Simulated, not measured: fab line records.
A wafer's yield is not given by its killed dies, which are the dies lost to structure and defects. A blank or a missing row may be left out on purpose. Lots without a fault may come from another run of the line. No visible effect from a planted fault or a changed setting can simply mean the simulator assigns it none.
A lot that was struck, set against a sound lot	flow nand_harc	12 out of 1159 route steps
Sound: these wafers, L236.4, L236.5, L236.6. Wafers struck: L241.3, L241.5, L241.6. Last of all comes the cause.
Each step with rows lists, per side, the tool, then ch with its chambers, then its first start. Under that, the readings that differ: sound wafers	struck wafers	difference of the means	sigmas: that difference in standard deviations of wafers without a fault.
alike: readings with means less than 2 such deviations apart, plus words and numbers identical on both sides. not compared: withheld readings, readings lacking a value on some wafer, bounds such as >300 that could conceal the same value, and numbers that have no deviation in the record and whose values overlap.
The two part at a step that has a row with sigmas, a row that says differs or no value, or rows on one side only. Numbers that have no deviation but don't overlap get no sigmas and don't part them. A reading that every wafer of one side lacks parts them only if that side has two wafers or more.

NHARC_A_SOURCE_PLATE_THK_MEAS_06: measures by ellipsometry.
  sound on film_metro-02, day 10 05:16; struck on film_metro-01, day 11 17:44
  alike: thk_nm
NHARC_A_SOURCE_PLATE_INSPECT_08:
  sound on defect_inspect-01, day 10 05:19; struck on defect_inspect-01, day 11 17:49
  alike: raw_defect_count
then, no rows for these wafers at 1 step: NHARC_A_ONON_D1_DEP_00 (target thk 1000 nm).
NHARC_A_ONON_D1_THK_MEAS_02: measures by ellipsometry.
  sound on film_metro-02, day 10 05:54; struck on film_metro-01, day 11 18:43
  alike: thk_nm
then, no rows for these wafers at 1 step: NHARC_A_ONON_D1_DEP_03 (target thk 1000 nm).
NHARC_A_ONON_D1_THK_MEAS_05: measures by ellipsometry.
  sound on film_metro-01, day 10 06:28; struck on film_metro-01, day 11 19:17
  alike: thk_nm
then, no rows for these wafers at 1 step: NHARC_A_ONON_D1_DEP_06 (target thk 1000 nm).
NHARC_A_ONON_D1_THK_MEAS_08: measures by ellipsometry.
  sound on film_metro-01, day 10 07:02; struck on film_metro-02, day 11 19:51
reading	sound	struck	difference	sigmas
thk_nm (nm)	1016 1018 1016	981 981 981	-36	-3
then, no rows for these wafers at 1 step: NHARC_A_ONON_D1_DEP_09 (target thk 1000 nm).
NHARC_A_ONON_D1_THK_MEAS_11: measures by ellipsometry.
  sound on film_metro-02, day 10 07:36; struck on film_metro-01, day 11 20:29
  alike: thk_nm
NHARC_A_ONON_D1_DEP_12: target thk 1000 nm.
  sound on pecvd_onon-02 ch 0, day 10 07:50; struck on pecvd_onon-03 ch 0, day 11 20:40
  alike: n2_flow_sccm
NHARC_A_ONON_D1_THK_MEAS_14: measures by ellipsometry.
  sound on film_metro-01, day 10 08:10; struck on film_metro-01, day 11 21:14
reading	sound	struck	difference	sigmas
thk_nm (nm)	1011 1011 1010	1534 1535 1533	+523	+66
  not compared: hold

WHERE THEY PART
At NHARC_A_ONON_D1_THK_MEAS_08 first; at NHARC_A_ONON_D1_THK_MEAS_14 last (within this record only).

WHY: what the simulator had put in
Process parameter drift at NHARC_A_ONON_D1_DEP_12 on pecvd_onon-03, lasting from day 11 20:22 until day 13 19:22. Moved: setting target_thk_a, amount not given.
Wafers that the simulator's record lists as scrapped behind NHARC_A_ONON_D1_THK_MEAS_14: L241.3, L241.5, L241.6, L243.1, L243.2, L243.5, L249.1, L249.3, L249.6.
